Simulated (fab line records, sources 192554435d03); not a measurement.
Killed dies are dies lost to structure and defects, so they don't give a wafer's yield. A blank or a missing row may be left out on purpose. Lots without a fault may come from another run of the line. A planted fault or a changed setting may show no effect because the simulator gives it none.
Chamber matching | flow n5_finfet | N5_BEOL_M10_STRIP_67 on rie_diel-04: 4 sister chambers
The step strips in CF4. 8 wafers are shown with their chamber, then 12 later ones without.

WAFERS WITH THEIR CHAMBER
wafer  | chamber | showerhead_plenum_p_Torr (Torr) | drypump_motor_current_A (A)
L080.1 | 0       | 1.93                            | 5.99
L087.3 | 1       | 1.73                            | 6.04
L088.1 | 0       | 1.92                            | 5.98
L088.3 | 2       | 1.77                            | 5.78
L088.5 | 3       | 1.71                            | 6.13
L090.1 | 2       | 1.77                            | 5.80
L090.2 | 3       | 1.71                            | 6.12
L090.4 | 1       | 1.73                            | 6.04

WAFERS WITHOUT THEIR CHAMBER
wafer  | showerhead_plenum_p_Torr (Torr) | drypump_motor_current_A (A)
L091.2 | 1.77                            | 5.79
L091.3 | 1.72                            | 6.04
L091.5 | 1.72                            | 6.06
L094.1 | 1.71                            | 6.15
L094.2 | 1.77                            | 5.78
L094.4 | 1.72                            | 6.04
L092.1 | 1.72                            | 6.07
L092.4 | 1.71                            | 6.11
L092.5 | 1.72                            | 6.06
L096.1 | 1.71                            | 6.15
L096.3 | 1.77                            | 5.81
L096.5 | 1.72                            | 6.06

WHICH CHAMBER EACH WENT THROUGH
wafer  | from the rows above | in truth
L091.2 | 2                   | 2
L091.3 | 1                   | 1
L091.5 | 1                   | 1
L094.1 | 3                   | 3
L094.2 | 2                   | 2
L094.4 | 1                   | 1
L092.1 | 1                   | 1
L092.4 | 3                   | 3
L092.5 | 1                   | 1
L096.1 | 3                   | 3
L096.3 | 2                   | 2
L096.5 | 1                   | 1
Placed correctly: 12 of 12. Can't be placed from these rows: 0. Placed wrongly: 0.
How it was worked out, from the rows above alone: a wafer's distance from a chamber is the root of the sum, over the readings, of the square of ((its reading less the chamber's mean) divided by the reading's scatter). The wafer belongs to the nearest chamber; if the next one is less than 2 further off, it can't be placed. A chamber's mean is the mean of its shown wafers. The scatter: the root of (the sum of the squares of (reading less its chamber's mean) over the shown wafers, divided by (wafers less chambers)).
